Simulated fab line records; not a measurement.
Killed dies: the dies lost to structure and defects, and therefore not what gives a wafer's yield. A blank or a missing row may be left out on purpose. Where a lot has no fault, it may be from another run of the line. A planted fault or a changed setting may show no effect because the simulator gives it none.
A lot that was struck, set against a sound lot :: flow n5 finfet :: 16 steps out of a route of 1938
Sound: the wafers L111.3, L111.4, L111.5. Struck: wafers L123.1, L123.5, L123.6. The cause is named last.
Per side, at each step with rows, come the tool, then ch with its chambers, and then its first start. Under that, the readings that differ: sound wafers :: struck wafers :: difference of the means :: sigmas: that difference in standard deviations of wafers without a fault.
alike: a reading whose means differ by less than 2 such deviations, as well as words and numbers matching on both sides. not compared: withheld readings; readings where some wafer has no value; bounds like >300 that might hide an equal value; numbers whose values overlap and for which the record gives no deviation.
A row with sigmas, a row that says differs or no value, or rows on one side alone: a step with any of these is where the two part. When numbers do not overlap yet have no deviation, they are printed without sigmas and do not part them. A reading missing from all wafers of one side parts the sides only when that side holds two or more wafers.

first, 4 steps without rows for these wafers: N5_BEOL_M6_SOFTBAKE_06 (time 60 s); N5_BEOL_M6_EXPOSE_08 (exposes mask M6); N5_BEOL_M6_PEB_09 (peb time 60 s); N5_BEOL_M6_DEVELOP_10 (develop time 30 s).
N5_BEOL_M6_CD_MEAS_11: the cd target is 38.5 nm.
  sound on cd sem-02 ch 0, day 11 04:14; struck on cd sem-03 ch 0, day 13 22:49
  alike: cd nm
N5_BEOL_M6_OVL_MEAS_12:
  sound on overlay-02 ch 0, day 11 04:16; struck on overlay-02 ch 0, day 13 22:51
  alike: M6_OVL
N5_BEOL_M6_INSPECT_13: inspects for defects (brightfield).
  sound on defect inspect-02, day 11 04:17; struck on defect inspect-01, day 13 22:52
  alike: raw defect count
N5_BEOL_M6_DESCUM_16: chemistry O2, time 7.9 s.
  sound on rie diel-01 ch 2,3, day 11 04:29; struck on rie diel-06 ch 0,1,3, day 13 22:54
  alike: chamber pressure mTorr, drypump motor current A, oes product au, rf vpp V, showerhead plenum p Torr, temp c, throttle valve pct
  not compared: rf hours counter h
N5_BEOL_M6_ETCH_61: etches SiARC in CF4, target depth 45.5 nm, time 75.8 s.
  sound on rie diel-01 ch 2,3, day 11 04:32; struck on rie diel-06 ch 0,1,3, day 13 22:56
  alike: bias w, chamber pressure mTorr, drypump motor current A, etch rf on time s, oes product au, rf vpp V, showerhead plenum p Torr, throttle valve pct
  not compared: rf hours counter h
N5_BEOL_M6_ETCH_62: etches SOC in N2/H2, target depth 110 nm, overetch 22 nm, time 165 s.
  sound on rie diel-01 ch 2,3, day 11 04:35; struck on rie diel-06 ch 0,1,3, day 13 22:59
  alike: bias w, chamber pressure mTorr, drypump motor current A, oes product au, rf vpp V, showerhead plenum p Torr, temp c, throttle valve pct
  not compared: rf hours counter h
then, 1 step without rows for these wafers: N5_BEOL_M6_STRIP_68 (strips in N2/H2).
N5_BEOL_M6_STRIP_67: strips in CF4.
  sound on rie diel-01 ch 2,3, day 11 04:44; struck on rie diel-06 ch 0,1,3, day 13 23:08
  alike: chamber pressure mTorr, drypump motor current A, oes product au, rf vpp V, showerhead plenum p Torr, throttle valve pct
  not compared: rf hours counter h
N5_BEOL_M6_HM_OPEN_17: chemistry Cl2/BCl3, target TiN, target depth 20 nm, overetch 6 nm.
  sound on rie metal-01 ch 0,1, day 11 04:48; struck on rie metal-02 ch 0,1, day 13 23:11
  no value came back on the struck wafers for any of 6 readings (bcl3 flow sccm (sccm), bias w (W) and others); on the sound wafers bcl3 flow sccm (sccm) reads 21.74 21.76 21.84
reading: model.SOC_of_BEOL_M6_COAT_59.thk nm (nm)
sound: 92.2 91.8 91.8
struck: 99.8 99.6 99.8
difference: +7.8
sigmas: 
  not compared: rf hours counter h
N5_BEOL_M6_STRIP_19: strips in O2.
  sound on rie diel-06 ch 0,3, day 11 04:54; struck on rie diel-06 ch 0,1,3, day 13 23:17
  alike: chamber pressure mTorr, drypump motor current A, oes product au, rf vpp V, showerhead plenum p Torr, temp c, throttle valve pct
  not compared: rf hours counter h
N5_BEOL_M6_CD_MEAS_18: pitch 80 nm, target cd 40 nm.
  sound on cd sem-01, day 11 04:58; struck on cd sem-01, day 13 23:22
reading: cd nm (nm)
sound: 40.7 41.3 41.0
struck: - - -
difference: no value on the struck wafers
sigmas: 
then, 1 step without rows for these wafers: N5_BEOL_M6_COAT_63 (time 60 s, resist thk 60 nm).

WHERE THEY PART
Earliest at N5_BEOL_M6_HM_OPEN_17; latest, in this record, at N5_BEOL_M6_CD_MEAS_18.

WHY: what had been put in by the simulator
Beginning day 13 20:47, the whole step at N5_BEOL_M6_HM_OPEN_17 was skipped on rie metal-02. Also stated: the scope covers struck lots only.
